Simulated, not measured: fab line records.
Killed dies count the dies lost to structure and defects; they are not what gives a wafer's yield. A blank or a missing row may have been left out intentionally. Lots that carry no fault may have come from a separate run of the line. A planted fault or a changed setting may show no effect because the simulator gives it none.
Which tool did it?	flow nand harc	35 wafers from 12 lots sampled at 6 of the route's 1159 steps

== WHAT EACH GAUGE READ, for each wafer ==
NHARC_A_BLC_OVL_MEAS_11.
lot	measured	on	overlay x nm (nm)	overlay y nm (nm)
L247	day 17 06:18	overlay-02	-0.2 0.0 -0.5	-0.2 -0.1 -0.1
L248	day 17 12:30	overlay-01	-0.5 -0.7 -0.9	0.1 -0.2 0.6
L249	day 17 23:47	overlay-02	-0.8 -1.1 -1.2	0.7 0.1 0.5
L251	day 17 23:57	overlay-02	-1.1 -0.6 -1.1	0.6 0.4 0.8
L254	day 18 18:14	overlay-02	-0.2 -0.3 -0.4	0.3 0.0 -0.3
L259	day 20 11:53	overlay-01	0.8 0.8 0.7	2.3 2.6 1.7
L258	day 20 14:44	overlay-01	-0.2 -0.6	0.1 -0.7
L261	day 21 07:09	overlay-02	-0.1 -0.3 0.0	0.7 1.1 1.2
L264	day 21 17:25	overlay-02	-0.9 -1.0 -1.0	0.1 0.3 0.4
L263	day 21 22:33	overlay-02	1.1 0.5 0.9	-1.5 -1.1 -1.1
L267	day 22 03:47	overlay-02	0.5 0.6 0.3	-1.9 -1.3 -1.8
L269	day 22 14:27	overlay-02	0.4 0.8 0.8	-1.1 -0.8 -0.7

NHARC_A_BLC_CD_MEAS_19.
lot	measured	on	cd nm (nm)
L247	day 17 07:22	cd sem-01	99.5 101.5 98.1
L248	day 17 13:34	cd sem-01	101.0 100.6 100.7
L249	day 18 00:51	cd sem-01	99.8 96.7 99.5
L251	day 18 01:01	cd sem-02	103.4 100.4 100.1
L254	day 18 19:17	cd sem-01	100.9 101.6 99.4
L259	day 20 13:00	cd sem-01	98.0 100.4 104.3
L258	day 20 15:49	cd sem-02	101.5 99.5
L261	day 21 08:13	cd sem-03	99.8 101.2 99.5
L264	day 21 18:49	cd sem-02	101.1 98.6 97.4
L263	day 21 23:37	cd sem-02	98.4 93.9 100.3
L267	day 22 04:52	cd sem-03	99.0 96.8 100.3
L269	day 22 15:32	cd sem-03	100.4 98.7 97.3

NHARC_A_M0_CD_MEAS_09: the cd target is 80 nm.
lot	measured	on	cd nm (nm)
L247	day 17 11:20	cd sem-03	79.7 80.4 80.2
L248	day 17 16:34	cd sem-03	80.3 80.8 80.4
L249	day 18 03:39	cd sem-02	80.2 79.7 79.6
L251	day 18 03:58	cd sem-01	80.9 80.6 80.7
L254	day 18 22:11	cd sem-03	79.8 80.1 79.8
L259	day 20 17:32	cd sem-02	79.9 81.1 79.6
L258	day 20 18:41	cd sem-01	76.2 76.8 76.1 77.1
L261	day 21 16:56	cd sem-01	77.7 77.8 77.6 77.5 77.8 77.1
L264	day 22 03:34	cd sem-01	80.2 81.1 80.5
L263	day 22 04:52	cd sem-01	80.0 80.5 80.7
L267	day 22 08:08	cd sem-02	80.8 80.0 79.0
L269	day 22 21:03	cd sem-03	81.0 80.0 79.9

NHARC_END_SORT_01.
lot	measured	on	defect limited yield (%)	killed at array	killed at other	killed at periphery	killed dies	killed open	killed short	sort_bin_2_pct (%)	sort_bin_3_pct (%)	sort_bin_4_pct (%)	sort n pass	sort rim yield pct (%)	sort yield pct (%)
L258	day 22 18:53	prober-02	94.8 92.6	31 45	0 0	4 5	35 50	3 4	3 2	0.9 1.9	0.74 0.30	3.5 5.2	642 627	91 92	94.8 92.6

== WHICH TOOL RAN EACH LOT (tool, then ch and the chambers of the sampled wafers, then the start) ==
lot	NHARC_A_BLC_DEGAS_30	NHARC_A_M0_PEB_07
L247	pvd sputter-02, day 17 07:59	litho track-04 ch 0, day 17 11:16
L248	pvd sputter-03, day 17 14:11	litho track-04 ch 0, day 17 16:29
L249	pvd sputter-03, day 18 01:27	litho track-06 ch 0, day 18 03:34
L251	pvd sputter-01, day 18 01:38	litho track-04 ch 0, day 18 03:53
L254	pvd sputter-02, day 18 19:53	litho track-01 ch 0, day 18 22:06
L259	pvd sputter-02, day 20 13:36	litho track-01 ch 0, day 20 17:27
L258	pvd sputter-01, day 20 16:25	litho track-01 ch 0, day 20 18:36
L261	pvd sputter-01, day 21 08:50	litho track-01 ch 0, day 21 16:52
L264	pvd sputter-02, day 21 19:26	litho track-04 ch 0, day 22 03:29
L263	pvd sputter-01, day 22 00:13	litho track-04 ch 0, day 22 04:46
L267	pvd sputter-03, day 22 05:28	litho track-06 ch 0, day 22 08:04
L269	pvd sputter-03, day 22 16:08	litho track-06 ch 0, day 22 20:58
- NHARC_A_BLC_DEGAS_30: time 60 s.
- NHARC_A_M0_PEB_07: peb time 65 s.

== AS READ BY THE TOOLS THEMSELVES (means over the sampled wafers that have a number; for cases with no such wafer, the mark the record gives instead) ==
NHARC_A_BLC_DEGAS_30.
lot	tool	heater power w (W)
L247	pvd sputter-02	410
L248	pvd sputter-03	476
L249	pvd sputter-03	458
L251	pvd sputter-01	458
L254	pvd sputter-02	436
L259	pvd sputter-02	433
L258	pvd sputter-01	454
L261	pvd sputter-01	459
L264	pvd sputter-02	429
L263	pvd sputter-01	444
L267	pvd sputter-03	466
L269	pvd sputter-03	482

NHARC_A_M0_PEB_07.
lot	tool	heater power total W (W)	plate temp C (C)	resist line temp C (C)
L247	litho track-04	157.1	100.18	23.07
L248	litho track-04	156.2	100.02	23.01
L249	litho track-06	156.9	100.04	23.14
L251	litho track-04	156.6	100.04	23.00
L254	litho track-01	156.3	99.92	23.13
L259	litho track-01	157.0	99.93	23.05
L258	litho track-01	154.8	99.32	23.02
L261	litho track-01	155.1	99.25	22.98
L264	litho track-04	156.8	100.10	23.00
L263	litho track-04	156.2	100.10	22.95
L267	litho track-06	157.1	99.98	23.11
L269	litho track-06	156.7	100.19	23.03

== THE ANSWER, worked out from the rows above alone ==
Rule: usual is defined by the lots themselves. Put in order of their means at a reading, lots are off if they are a third of the lots or fewer, leave a main group of 4 or more, and stand apart from it by a gap of 3 or more times the standard deviation of the main group's means; of several such gaps the widest counts. The tables above print the reading to a certain number of digits; a main group whose means all agree to those digits is not used. Also off: a lot with no number at a reading for which 4 or more lots have one. All remaining lots with rows at the step are treated as sound. Order of review: gauges by route order, followed by the tools' own readings, for which a lot's mean as printed above is used. The first step at which some lot is off is used, and at that step the reading that is off furthest; a lot without a number counts as furthest.
Off, at NHARC_A_M0_CD_MEAS_09 on cd nm: L258, L261. Mean 80.2 nm and standard deviation 0.29 in the main group.
A tool fits if, at a process step before that reading, it ran every lot that is off, and no sound lot after the first of them. Not tried: the gauges at NHARC_A_M0_CD_MEAS_09; whatever is off there is also off at NHARC_A_M0_PEB_07, on other tools, and gauge error can't account for it. One fits: NHARC_A_M0_PEB_07 on litho track-01. A fault onset in the window from L259 (day 20 17:27, its last sound lot) to L258 (day 20 18:36, its first lot off) fits.
The tool's own readings at NHARC_A_M0_PEB_07 bear it out: on the lots that are off they differ by more than 5 times the standard deviation of the sound lots' means. heater power total W reads 154.9 W there against 156.7 W on the sound lots; plate temp C reads 99.28 C there against 100.05 C on the sound lots.

== WHAT WAS PUT IN BY THE SIMULATOR ==
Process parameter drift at NHARC_A_M0_PEB_07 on litho track-01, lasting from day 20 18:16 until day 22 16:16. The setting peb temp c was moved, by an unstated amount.
Lots struck among those shown: L258, L261. This agrees with what the rule above found.
